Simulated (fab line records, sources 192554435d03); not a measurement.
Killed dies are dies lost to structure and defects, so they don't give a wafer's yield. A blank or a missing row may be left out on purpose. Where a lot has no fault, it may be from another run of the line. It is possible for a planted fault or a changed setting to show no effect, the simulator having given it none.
fab line records	flow n5-finfet
record lots=6	wafers=18	last-day=17
route steps=1938 shown BEOL_M0_SAQP@644 BEOL_M4@1111
lots untouched by any fault: they come from a run of this same line in which no faults occurred
start-h: hours from the record's opening day to when the first of the lot's shown wafers began	wait-h: hours elapsed since this lot's preceding step	" the same as in the row above	L1.1+2: one row covering several wafers at once	- no value, or no start was given	* or withheld: withheld	< > ~ a bound
route shown NAME@n: NAME is a module with steps in the file, n the number in the route of the first one	usual: mean/standard deviation of fault-free wafers	same: alike in all rows	chamber/n: place in a boat	sites: each site's reading	_std_site: the standard deviation of these	_edge_site: mean of outer sites minus mean of inner sites	radius-mm: how far each site lies from the wafer's centre	mask NAME#n: copy n	behind: tool/chamber where the wafer was last shaped	hold: cause of the lot's hold/its duration in hours/its outcome	device: the n, p or np transistor that did not switch	end of line: the tests these same wafers got at the end of their route	a step without rows: its recipe alone	killed: not the wafer's yield, but the dies lost to structure and defects at the first sort	map: dies across one wafer; x = killed, . = not, _ = none there
set.NAME: the setting the step ran with; set.NAME@STEP: the setting that earlier step ran with	model.NAME: the simulator's own value behind a step, which no gauge read
lots seen at some steps along the route; tables by step, rows by wafer
services: the hour from which a tool's chamber was out of use, counted from the record's first day as start-h (under 0 if before that day), plus the number of hours and why
## steps
# step N5_BEOL_M0_SAQP_EBR_10
# recipe solvent=PGMEA	ebr-width-mm=1.5
# step N5_BEOL_M0_SAQP_SOFTBAKE_09
# recipe temp-c=110	time-s=60	resist=CAR-ArF
# step N5_BEOL_M0_SAQP_EXPOSE_11
# recipe mask-id=M0_CORE	na=1.35	source-shape=dipole	sigma-inner=0.538	sigma-outer=0.738	polarization=te	target-cd-nm=42	dose-mj=55
# step N5_BEOL_M0_SAQP_PEB_12
# recipe peb-temp-c=withheld	peb-time-s=60	resist=CAR-ArF
# step N5_BEOL_M0_SAQP_DEVELOP_13
# recipe develop-time-s=30	developer=TMAH	resist=CAR-ArF	dev-temp-c=23	rinse-liquid=diw	dry=air-spin
# step N5_BEOL_M0_SAQP_CD_MEAS_14
# recipe target-cd-nm=42.5	landing-energy-ev=500	detector=se-inlens
# usual cd-nm=42.5/0.36
lot.wafer	tool	chamber	start-h	wait-h	cd-nm
L356.1	cd-sem-01	0	110.52	-	42.2
L356.4	"	0	"	"	42.6
L356.6	"	0	"	"	42.1
L361.2	cd-sem-01	0	133.03	-	42.9
L361.3	"	0	"	"	42.2
L361.6	"	0	"	"	42.6
L362.1	cd-sem-02	0	144.80	-	42.2
L362.4	"	0	"	"	42.1
L362.5	"	0	"	"	41.8
L363.2	cd-sem-02	0	154.78	-	42.4
L363.4	"	0	"	"	42.6
L363.5	"	0	"	"	42.3
L376.3	cd-sem-03	0	221.86	-	42.6
L376.5	"	0	"	"	43.1
L376.6	"	0	"	"	42.1
L378.1	cd-sem-03	0	236.95	-	41.6
L378.3	"	0	"	"	41.8
L378.4	"	0	"	"	41.8
# step N5_BEOL_M0_SAQP_OVL_MEAS_15
# recipe points-per-wafer=44
# usual M0_CORE_OVL=0.2/0.71
lot.wafer	tool	chamber	start-h	wait-h	M0_CORE_OVL[nm]
L356.1	overlay-02	0	110.55	0.0	0.1
L356.4	"	0	"	"	-0.6
L356.6	"	0	"	"	0.6
L361.2	overlay-01	0	133.06	0.0	-0.1
L361.3	"	0	"	"	1.7
L361.6	"	0	"	"	0.7
L362.1	overlay-02	0	144.83	0.0	0.8
L362.4	"	0	"	"	0.5
L362.5	"	0	"	"	0.3
L363.2	overlay-01	0	154.81	0.0	1.5
L363.4	"	0	"	"	1.4
L363.5	"	0	"	"	0.9
L376.3	overlay-01	0	221.89	0.0	0.2
L376.5	"	0	"	"	0.5
L376.6	"	0	"	"	1.1
L378.1	overlay-01	0	236.98	0.0	0.7
L378.3	"	0	"	"	0.0
L378.4	"	0	"	"	-0.2
# step N5_BEOL_M0_SAQP_INSPECT_16
# recipe mode=adi	inspect-instrument=brightfield
# usual raw-defect-count=423/120
lot.wafer	tool	chamber	start-h	wait-h	raw-defect-count
L356.1	defect-inspect-02	-	110.58	0.0	403
L356.4	"	-	"	"	397
L356.6	"	-	"	"	282
L361.2	defect-inspect-01	-	133.08	0.0	306
L361.3	"	-	"	"	419
L361.6	"	-	"	"	219
L362.1	defect-inspect-02	-	144.86	0.0	502
L362.4	"	-	"	"	405
L362.5	"	-	"	"	404
L363.2	defect-inspect-01	-	154.83	0.0	251
L363.4	"	-	"	"	328
L363.5	"	-	"	"	284
L376.3	defect-inspect-02	-	221.92	0.0	447
L376.5	"	-	"	"	550
L376.6	"	-	"	"	632
L378.1	defect-inspect-02	-	237.00	0.0	525
L378.3	"	-	"	"	360
L378.4	"	-	"	"	471
# step N5_BEOL_M0_SAQP_DESCUM_19
# recipe chemistry=O2	time-s=7.9	source-power-w=50	bias-power-w=20	pressure-mtorr=20	rf-frequency-hz=2.712e+07	temp-c=40	resist=CAR-ArF	o2-flow-sccm=225
# usual drypump-motor-current-A=5.8/0.44	oes-product-au=0.81/0.063	rf-vpp-V=243.2/1.4	showerhead-plenum-p-Torr=2.10/0.068	throttle-valve-pct=20.39/0.21
lot.wafer	tool	chamber	start-h	wait-h	drypump-motor-current-A	oes-product-au	rf-hours-counter-h	rf-vpp-V	showerhead-plenum-p-Torr	throttle-valve-pct
L356.1	rie-diel-05	2	110.61	0.0	5.3	0.81	85	244.7	2.12	20.60
L356.4	"	0	"	"	5.9	0.69	246	243.0	2.16	20.77
L356.6	"	0	"	"	5.9	0.70	-	244.6	2.16	20.77
L361.2	rie-diel-04	1	133.12	0.0	5.8	0.88	33	244.6	2.22	20.43
L361.3	"	3	"	"	5.7	0.69	234	240.9	1.99	20.66
L361.6	"	1	"	"	5.8	0.88	-	245.5	2.22	20.44
L362.1	rie-diel-01	2	145.37	0.5	5.1	0.83	87	241.3	2.04	20.57
L362.4	"	2	"	"	5.1	0.82	-	241.6	2.04	20.55
L362.5	"	1	"	"	6.3	0.88	-	241.2	2.03	20.02
L363.2	rie-diel-05	1	155.00	0.2	6.1	0.79	100	242.1	2.03	20.54
L363.4	"	2	"	"	5.3	0.80	101	243.2	2.11	20.62
L363.5	"	1	"	"	6.1	0.80	-	241.9	2.03	20.53
L376.3	rie-diel-01	1	221.95	0.0	6.4	0.83	76	242.0	2.02	20.09
L376.5	"	1	"	"	6.4	0.84	-	241.9	2.02	20.08
L376.6	"	3	"	"	6.0	0.78	-	243.8	2.09	20.31
L378.1	rie-diel-05	2	237.04	0.0	5.3	0.78	125	244.4	2.10	20.67
L378.3	"	1	"	"	6.1	0.77	126	241.3	2.02	20.56
L378.4	"	0	"	"	5.9	0.91	27	245.0	2.15	20.47
# step N5_BEOL_M0_SAQP_ETCH_83
# recipe chemistry=CF4	target=SiARC	target-depth-a=390	mask-material=CAR-ArF	time-s=65	ion-energy-ev=80	pressure-mtorr=40	source-w=545	bias-w=36	Ar_flow_sccm=100	cf4-flow-sccm=100	ends=cleared
# usual drypump-motor-current-A=5.8/0.44	etch-rf-on-time-s=64.8/1.5	oes-product-au=0.69/0.052	rf-vpp-V=183.9/1.2	showerhead-plenum-p-Torr=2.15/0.064	throttle-valve-pct=15.58/0.16
lot.wafer	tool	chamber	start-h	wait-h	drypump-motor-current-A	etch-rf-on-time-s	oes-product-au	rf-hours-counter-h	rf-vpp-V	showerhead-plenum-p-Torr	throttle-valve-pct
L356.1	rie-diel-05	2	110.64	0.0	5.3	64.9	0.70	85	183.6	2.16	15.68
L356.4	"	0	"	"	5.9	68.5	0.57	246	186.3	2.20	15.94
L356.6	"	0	"	"	5.9	68.5	0.57	-	185.2	2.20	15.94
L361.2	rie-diel-04	1	133.15	0.0	5.8	63.7	0.76	33	185.1	2.27	15.57
L361.3	"	3	"	"	5.7	66.6	0.58	234	184.8	2.03	15.75
L361.6	"	1	"	"	5.8	63.9	0.76	-	186.5	2.27	15.56
L362.1	rie-diel-01	2	145.40	0.0	5.2	64.6	0.70	87	182.1	2.09	15.65
L362.4	"	2	"	"	5.2	64.6	0.70	-	182.4	2.09	15.65
L362.5	"	1	"	"	6.3	65.2	0.73	-	185.3	2.11	15.33
L363.2	rie-diel-05	1	155.03	0.0	6.2	64.1	0.68	100	183.9	2.09	15.70
L363.4	"	2	"	"	5.3	65.0	0.69	101	184.3	2.15	15.75
L363.5	"	1	"	"	6.1	64.3	0.68	-	184.4	2.09	15.70
L376.3	rie-diel-01	1	221.98	0.0	6.3	65.3	0.70	76	183.3	2.10	15.37
L376.5	"	1	"	"	6.3	65.3	0.69	-	183.3	2.10	15.38
L376.6	"	3	"	"	6.0	66.8	0.64	-	183.3	2.15	15.59
L378.1	rie-diel-05	2	237.07	0.0	5.3	64.6	0.66	125	184.6	2.14	15.78
L378.3	"	1	"	"	6.1	64.0	0.67	126	181.3	2.08	15.75
L378.4	"	0	"	"	5.9	68.3	0.75	27	184.2	2.19	15.48
# step N5_BEOL_M0_SAQP_ETCH_84
# recipe chemistry=N2/H2	target=SOC	target-depth-a=1000	overetch-a=200	mask-material=SiARC	temp-c=40	time-s=150	ion-energy-ev=200	pressure-mtorr=30	source-w=840	bias-w=150	n2-flow-sccm=200	h2-flow-sccm=200
# step N5_BEOL_M0_SAQP_STRIP_80
# recipe chemistry=N2/H2	temp-c=40	n2-flow-sccm=200	h2-flow-sccm=200	rf-frequency-hz=6e+07
# step N5_BEOL_M0_SAQP_HM_OPEN_112
# recipe chemistry=CHF3/O2	target=SiO2	stop-on=a-Si	target-depth-a=120	over-etch-frac=1.25	mask-material=SOC	time-s=13.5	pressure-mtorr=30	source-w=650	bias-w=170	Ar_flow_sccm=200	CHF3_flow_sccm=50	O2_flow_sccm=5	ion-energy-ev=200	ends=end-point
# usual CHF3_flow_sccm=50.00/0.14	O2_flow_sccm=5.000/0.015	drypump-motor-current-A=5.8/0.44	oes_f_703_au=0.80/0.055	oes-product-au=0.53/0.04	rf-vpp-V=520/11	showerhead-plenum-p-Torr=2.42/0.07	throttle-valve-pct=18.80/0.16
lot.wafer	tool	chamber	start-h	wait-h	CHF3_flow_sccm	O2_flow_sccm	drypump-motor-current-A	oes_f_703_au	oes-product-au	rf-hours-counter-h	rf-vpp-V	showerhead-plenum-p-Torr	throttle-valve-pct	model.SiARC_of_BEOL_M0_SAQP_COAT_82.thk-nm
L356.1	rie-diel-05	2	110.80	0.0	50.06	5.001	5.3	0.80	0.53	85	543	2.43	18.96	4.4
L356.4	"	0	"	"	49.74	5.008	5.9	0.66	0.45	246	533	2.47	19.08	6
L356.6	"	0	"	"	50.08	4.995	5.9	0.66	0.46	-	532	2.47	19.10	6.2
L361.2	rie-diel-04	1	133.31	0.0	50.05	4.989	5.9	0.90	0.57	33	527	2.55	18.78	4.8
L361.3	"	3	"	"	50.14	4.994	5.7	0.68	0.45	234	520	2.28	18.93	5.6
L361.6	"	1	"	"	50.11	4.979	5.8	0.91	0.57	-	526	2.55	18.80	4.6
L362.1	rie-diel-01	2	145.56	0.0	-	-	-	-	-	-	-	-	-	24.4
L362.4	"	2	"	"	-	-	-	-	-	-	-	-	-	24.4
L362.5	"	1	"	"	-	-	-	-	-	-	-	-	-	24.6
L363.2	rie-diel-05	1	155.19	0.0	-	-	-	-	-	-	-	-	-	24.2
L363.4	"	2	"	"	-	-	-	-	-	-	-	-	-	24.2
L363.5	"	1	"	"	-	-	-	-	-	-	-	-	-	24.2
L376.3	rie-diel-01	1	222.14	0.0	50.03	5.024	6.3	0.80	0.54	76	510	2.35	18.59	5.4
L376.5	"	1	"	"	50.06	5.025	6.3	0.80	0.54	-	511	2.35	18.59	5.4
L376.6	"	3	"	"	50.10	4.993	6.0	0.75	0.50	-	520	2.42	18.80	5.2
L378.1	rie-diel-05	2	237.23	0.0	49.79	5.010	5.3	0.77	0.50	125	541	2.41	19.00	4.6
L378.3	"	1	"	"	49.92	4.983	6.1	0.78	0.51	127	518	2.34	18.99	4.8
L378.4	"	0	"	"	50.16	5.013	5.9	0.86	0.60	27	533	2.45	18.76	5.8
# step N5_BEOL_M0_SAQP_STRIP_113
# recipe chemistry=CHF3/O2	resist=SiARC	rf-frequency-hz=6e+07
# step N5_BEOL_M0_SAQP_MANDREL_ETCH_20
# recipe target-depth-a=600	chemistry=HBr/Cl2	target=a-Si	stop-on=SiNx	bt-time-s=10	mask-material=SOC	over-etch-frac=0.5	time-s=30	pressure-mtorr=10	icp-w=800	bias-w=75	HBr_flow_sccm=150	Cl2_flow_sccm=80	ends=end-point
# usual drypump-motor-current-A=5.7/0.46	oes-product-au=0.782/0.011	throttle-valve-pct=35.28/0.26
lot.wafer	tool	chamber	start-h	wait-h	drypump-motor-current-A	oes-product-au	rf-hours-counter-h	throttle-valve-pct
L356.1	rie-si-03	1	110.88	0.0	5.5	0.769	187	34.89
L356.4	"	3	"	"	6.2	0.794	0	35.25
L356.6	"	2	"	"	5.0	0.777	-	35.28
L361.2	rie-si-02	3	133.39	0.0	6.1	0.777	33	35.12
L361.3	"	0	"	"	5.3	0.782	34	34.75
L361.6	"	2	"	"	5.7	0.766	-	35.49
L362.1	rie-si-02	2	145.64	0.0	5.7	0.321	105	36.34
L362.4	"	2	"	"	5.7	0.335	-	36.33
L362.5	"	0	"	"	5.4	0.336	-	35.63
L363.2	rie-si-03	0	155.27	0.0	5.7	0.326	99	36.42
L363.4	"	2	"	"	5.0	0.332	91	36.20
L363.5	"	1	"	"	5.4	0.328	-	35.75
L376.3	rie-si-03	0	222.22	0.0	5.7	0.771	100	35.56
L376.5	"	2	"	"	5.1	0.772	-	35.30
L376.6	"	0	"	"	5.7	0.779	-	35.54
L378.1	rie-si-03	3	237.31	0.0	6.3	0.798	3	35.25
L378.3	"	2	"	"	5.0	0.786	93	35.27
L378.4	"	2	"	"	5.0	0.794	-	35.28
# step N5_BEOL_M0_SAQP_STRIP_86
# recipe chemistry=N2/H2	power-w=500	temp-c=40	pressure-mtorr=50	rf-frequency-hz=6e+07	overash-fraction=0.3	bias-power-w=28	h2-frac=0.5	n2-flow-sccm=300	h2-flow-sccm=300
# usual drypump-motor-current-A=5.8/0.4	h2-flow-sccm=300.0/0.96	oes-product-au=0.81/0.076	rf-vpp-V=122.1/1.5	showerhead-plenum-p-Torr=3.38/0.12	throttle-valve-pct=18.83/0.28
lot.wafer	tool	chamber	start-h	wait-h	drypump-motor-current-A	h2-flow-sccm	oes-product-au	rf-hours-counter-h	rf-vpp-V	showerhead-plenum-p-Torr	throttle-valve-pct
L356.1	rie-diel-01	0	110.98	0.1	6.1	300.9	0.74	200	122.9	3.46	18.90
L356.4	"	2	"	"	5.1	300.6	0.84	73	121.4	3.26	18.98
L356.6	"	3	"	"	6.0	299.5	0.79	-	122.5	3.36	18.39
L361.2	rie-diel-04	1	133.49	0.1	5.9	300.6	0.88	33	123.7	3.56	18.83
L361.3	"	3	"	"	5.7	301.0	0.69	235	120.0	3.16	18.80
L361.6	"	0	"	"	5.1	300.0	0.76	-	121.9	3.34	18.53
L362.1	rie-diel-05	1	145.74	0.1	6.1	298.5	0.80	98	122.2	3.25	18.78
L362.4	"	1	"	"	6.1	300.4	0.79	-	122.1	3.25	18.79
L362.5	"	3	"	"	6.2	298.8	0.73	-	122.3	3.46	19.10
L363.2	rie-diel-04	2	155.37	0.1	5.6	300.2	0.96	3	126.2	3.57	18.15
L363.4	"	1	"	"	5.8	299.6	0.89	40	122.8	3.56	18.83
L363.5	"	3	"	"	5.7	300.7	0.69	-	118.6	3.16	18.80
L376.3	rie-diel-05	0	222.32	0.1	5.9	298.6	0.93	22	123.5	3.43	19.11
L376.5	"	2	"	"	5.3	300.6	0.78	-	121.1	3.40	19.15
L376.6	"	1	"	"	6.1	299.1	0.78	-	122.6	3.23	18.82
L378.1	rie-diel-01	3	237.58	0.2	6.0	299.5	0.78	171	122.0	3.34	18.44
L378.3	"	1	"	"	6.4	300.0	0.82	83	119.7	3.27	18.97
L378.4	"	1	"	"	6.4	300.6	0.84	-	121.6	3.27	18.94
# step N5_BEOL_M0_SAQP_STRIP_115
# recipe chemistry=post-etch-residue-remover	time-s=60	temp-c=25	remover-ph=withheld	remover-water-wt-pct=withheld	remover-fluoride-wt-pct=withheld
# step N5_BEOL_M0_SAQP_SRD_93
# recipe dry=ipa-marangoni	time-s=30	temp-c=23	rinse-liquid=diw
# step N5_BEOL_M0_SAQP_RECESS_114
# recipe chemistry=HF/NH3	target=SiO2	target-depth-a=144	afs-cycles=3	temp-c=30	sublimation-temp-c=180	sublimation-time-s=60
# usual drypump-motor-current-A=5.41/0.13
lot.wafer	tool	chamber	start-h	wait-h	drypump-motor-current-A
L356.1	vapor-etch-02	1	111.26	0.2	5.30
L356.4	"	1	"	"	5.33
L356.6	"	0	"	"	5.50
L361.2	vapor-etch-02	1	133.63	0.0	5.35
L361.3	"	1	"	"	5.30
L361.6	"	0	"	"	5.51
L362.1	vapor-etch-01	1	145.87	0.0	5.71
L362.4	"	1	"	"	5.71
L362.5	"	1	"	"	5.71
L363.2	vapor-etch-02	1	155.50	0.0	5.32
L363.4	"	1	"	"	5.31
L363.5	"	1	"	"	5.29
L376.3	vapor-etch-02	1	222.58	0.1	5.30
L376.5	"	1	"	"	5.31
L376.6	"	0	"	"	5.51
L378.1	vapor-etch-02	0	237.71	0.0	5.50
L378.3	"	0	"	"	5.51
L378.4	"	1	"	"	5.30
# step N5_BEOL_M0_SAQP_SPACER1_ALD_98
# recipe material=SiO2	target-thk-a=128	temp-c=300	ald-precursor-family=BDEAS	ald-co-reactant=O2-plasma	pulse-time-s=1	purge-time-s=2	co-reactant-purge-time-s=2	ald-cycles=138	pressure-torr=2
# step N5_BEOL_M0_SAQP_SPACER1_ETCHBACK_99
# recipe chemistry=CHF3/O2	mode=anisotropic-etchback	target=SiO2	target-depth-a=154	time-s=7.7	pressure-mtorr=30	source-w=650	bias-w=170	Ar_flow_sccm=200	CHF3_flow_sccm=50	O2_flow_sccm=5	ion-energy-ev=200
# usual drypump-motor-current-A=5.7/0.42	oes_f_703_au=0.80/0.069	oes-product-au=0.80/0.076	rf-vpp-V=521/11	showerhead-plenum-p-Torr=2.42/0.085	throttle-valve-pct=18.87/0.15
lot.wafer	tool	chamber	start-h	wait-h	drypump-motor-current-A	oes_f_703_au	oes-product-au	rf-hours-counter-h	rf-vpp-V	showerhead-plenum-p-Torr	throttle-valve-pct
L356.1	rie-diel-05	1	112.37	0.3	6.1	0.82	0.82	88	518	2.35	18.98
L356.4	"	3	"	"	6.2	0.76	0.74	200	508	2.47	18.81
L356.6	"	0	"	"	5.9	0.65	0.68	-	531	2.47	19.13
L361.2	rie-diel-01	3	135.47	0.4	6.0	0.77	0.78	136	519	2.43	18.84
L361.3	"	1	"	"	6.3	0.85	0.87	40	511	2.36	18.59
L361.6	"	3	"	"	6.0	0.78	0.79	-	520	2.43	18.82
L362.1	rie-diel-04	1	147.02	0.3	5.9	0.89	0.88	38	524	2.55	18.86
L362.4	"	0	"	"	5.1	0.79	0.77	147	510	2.42	18.88
L362.5	"	0	"	"	5.1	0.78	0.77	-	512	2.42	18.89
L363.2	rie-diel-04	1	156.36	0.3	5.8	0.89	0.87	41	525	2.55	18.86
L363.4	"	2	"	"	5.6	0.92	0.95	3	535	2.57	18.56
L363.5	"	0	"	"	5.1	0.78	0.77	-	509	2.42	18.88
L376.3	rie-diel-01	3	223.45	0.3	6.0	0.75	0.76	165	520	2.42	18.87
L376.5	"	3	"	"	6.0	0.75	0.76	-	520	2.42	18.88
L376.6	"	2	"	"	5.2	0.79	0.80	-	513	2.34	19.05
L378.1	rie-diel-01	1	238.57	0.3	6.3	0.79	0.81	83	509	2.35	18.66
L378.3	"	3	"	"	6.0	0.75	0.75	171	520	2.42	18.88
L378.4	"	1	"	"	6.3	0.79	0.81	-	510	2.35	18.67
# step N5_BEOL_M0_SAQP_MANDREL1_REMOVE_100
# recipe chemistry=HBr/Cl2/O2	bt-time-s=10	target=a-Si	stop-on=SiNx	endpoint=OES-SiCl	over-etch-frac=0.85	icp-w=600	bias-w=30	HBr_flow_sccm=150	Cl2_flow_sccm=80	O2_flow_sccm=5	pressure-mtorr=10
# usual drypump-motor-current-A=5.8/0.47	oes-product-au=1.006/0.013	throttle-valve-pct=36.53/0.28
lot.wafer	tool	chamber	start-h	wait-h	drypump-motor-current-A	oes-product-au	rf-hours-counter-h	throttle-valve-pct
L356.1	rie-si-02	3	112.46	0.1	6.1	1.004	32	36.37
L356.4	"	2	"	"	5.7	0.996	104	36.72
L356.6	"	3	"	"	6.1	1.004	-	36.37
L361.2	rie-si-02	3	135.56	0.1	6.1	1.010	33	36.37
L361.3	"	2	"	"	5.7	1.008	105	36.72
L361.6	"	0	"	"	5.4	1.015	-	35.98
L362.1	rie-si-01	3	147.10	0.1	6.7	0.380	31	36.89
L362.4	"	0	"	"	5.3	0.375	136	36.41
L362.5	"	1	"	"	6.5	0.379	-	36.49
L363.2	rie-si-03	0	156.45	0.1	5.8	0.387	99	36.80
L363.4	"	2	"	"	5.0	0.377	91	36.55
L363.5	"	0	"	"	5.7	0.383	-	36.79
L376.3	rie-si-01	3	223.54	0.1	6.6	1.025	33	36.87
L376.5	"	0	"	"	5.3	1.004	-	36.43
L376.6	"	3	"	"	6.6	1.024	-	36.88
L378.1	rie-si-03	3	238.66	0.1	6.2	1.013	3	36.51
L378.3	"	2	"	"	5.0	1.004	93	36.55
L378.4	"	0	"	"	5.7	1.022	-	36.78
# step N5_BEOL_M0_SAQP_CD_MEAS_25
# recipe target-cd-nm=13.1	landing-energy-ev=1000	detector=se-inlens
# usual cd-nm=12.82/0.23
lot.wafer	tool	chamber	start-h	wait-h	cd-nm
L356.1	cd-sem-01	0	112.57	0.1	12.47
L356.4	"	0	"	"	12.70
L356.6	"	0	"	"	12.83
L361.2	cd-sem-01	0	135.67	0.1	12.81
L361.3	"	0	"	"	12.55
L361.6	"	0	"	"	12.63
L362.1	cd-sem-02	0	147.21	0.1	-
L362.4	"	0	"	"	-
L362.5	"	0	"	"	-
L363.2	cd-sem-02	0	156.57	0.1	-
L363.4	"	0	"	"	-
L363.5	"	0	"	"	-
L376.3	cd-sem-01	0	223.65	0.1	12.57
L376.5	"	0	"	"	13.03
L376.6	"	0	"	"	12.66
L378.1	cd-sem-01	0	238.77	0.1	12.82
L378.3	"	0	"	"	12.93
L378.4	"	0	"	"	13.27
# step N5_BEOL_M0_SAQP_ETCH_101
# recipe chemistry=CH3F/O2	target=SiNx	mask-material=SiO2	target-depth-a=299	time-s=42.7	pressure-mtorr=30	source-w=395	bias-w=73	Ar_flow_sccm=150	CH3F_flow_sccm=30	O2_flow_sccm=20	ion-energy-ev=120
# step N5_BEOL_M4_RC_MEAS_101
# usual DIBL_N=36.5/1.7	DIBL_P=36.3/2.1	IOFF_N=0.16/0.036	IOFF_P=0.21/0.037	ION_N=676/12	ION_P=462/7.6	SS_N=71.5/0.68	SS_P=73.3/0.63	VT_N=249/3.5	VT_P=-250/3.5
lot.wafer	tool	chamber	start-h	wait-h	DIBL_N[mV/V]	DIBL_P[mV/V]	IOFF_N[nA/um]	IOFF_P[nA/um]	ION_N[uA/um]	ION_P[uA/um]	SS_N[mV/dec]	SS_P[mV/dec]	VT_N[mV]	VT_P[mV]
L356.1	prober-01	0	175.95	0.0	37.0	36.9	0.18	0.22	677	463	72.0	73.3	248	-251
L356.4	"	0	"	"	34.0	33.7	0.13	0.18	669	462	71.3	73.2	251	-251
L356.6	"	0	"	"	37.7	37.8	0.21	0.24	690	468	72.4	73.8	246	-250
L361.2	prober-02	0	202.08	0.2	37.2	36.1	0.17	0.23	673	461	70.8	73.4	249	-250
L361.3	"	0	"	"	40.5	39.3	0.26	0.29	699	475	72.6	74.8	243	-246
L361.6	"	0	"	"	38.2	37.6	0.19	0.25	682	467	71.5	74.4	248	-249
L376.3	prober-02	0	289.36	0.3	37.2	38.4	0.17	0.23	685	472	71.2	73.4	249	-250
L376.5	"	0	"	"	39.6	40.0	0.21	0.26	688	466	71.6	74.5	246	-250
L376.6	"	0	"	"	35.2	35.2	0.12	0.18	668	465	71.9	73.1	255	-251
L378.1	prober-02	0	310.71	0.0	36.5	37.3	0.16	0.23	685	476	71.7	73.9	247	-249
L378.3	"	0	"	"	34.3	33.8	0.12	0.19	667	466	70.7	73.0	253	-250
L378.4	"	0	"	"	37.0	35.8	0.15	0.21	676	469	71.6	72.9	250	-248
## services
tool	chamber	start-h	hours	kind
rie-diel-01	-	98.51	2.8	pm
vapor-etch-01	-	111.01	2.8	pm
rie-diel-01	3	111.79	13.2	repair
rie-diel-04	2	120.94	-	clean
rie-diel-05	0	123.19	-	clean
rie-diel-05	0	123.19	-	consumable-replace:focus-ring
rie-diel-05	0	123.19	28.3	scheduled-down
rie-diel-05	0	123.19	28.3	vent-cycle
rie-diel-01	0	123.46	131.8	repair
rie-diel-05	1	126.84	5.4	repair
rie-si-02	1	129.08	9.9	repair
rie-si-01	3	150.60	4.7	repair
rie-si-03	1	152.82	1.6	repair
rie-diel-01	3	154.67	14.1	repair
rie-si-02	2	180.45	3.1	repair
rie-si-03	1	191.32	4.3	repair
rie-si-03	0	198.88	9.0	repair
rie-diel-04	0	202.29	6.5	repair
vapor-etch-01	0	205.91	2.9	repair
rie-diel-05	2	205.97	1.6	repair
rie-diel-05	-	216.89	0.8	repair
rie-si-02	-	222.04	28.1	pm
vapor-etch-02	-	229.53	0.1	repair
rie-diel-04	2	233.69	4.1	repair
## key
first-sign step=N5_BEOL_M0_SAQP_HM_OPEN_112	reading=tool-record	direction=missing
effect step=N5_BEOL_M0_SAQP_MANDREL_ETCH_20	reading=oes-product-au	direction=down	sigmas=40	usual=0.782	struck=0.330
effect step=N5_BEOL_M0_SAQP_MANDREL1_REMOVE_100	reading=oes-product-au	direction=down	sigmas=47	usual=1.006	struck=0.380
effect step=N5_BEOL_M0_SAQP_CD_MEAS_25	reading=cd-nm	direction=missing
model-effect step=N5_BEOL_M0_SAQP_HM_OPEN_112	value=SiARC_of_BEOL_M0_SAQP_COAT_82.thk-nm	without=4.9	struck=24.33
met-at N5_BEOL_M0_SAQP_HM_OPEN_112
struck-wafers L362.1,L362.4,L362.5,L363.2,L363.4,L363.5
later-rows-left-out L362.1,L362.4,L362.5,L363.2,L363.4,L363.5
sort-left-out L362.1,L362.4,L362.5,L363.2,L363.4,L363.5
onset-between 110.80 145.56
fault kind=skipped-step-whole	tool=rie-diel-01,rie-diel-05	chamber=-	onset-h=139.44	steps=N5_BEOL_M0_SAQP_HM_OPEN_112	scope=struck-lots-only
# sort-left-out: the simulated sort isn't trusted on such a fault, so these wafers' sort isn't shown, and their yield isn't known
# later-rows-left-out: the simulator's readings of these wafers behind a module that went badly wrong aren't trusted and aren't shown, but for the sort
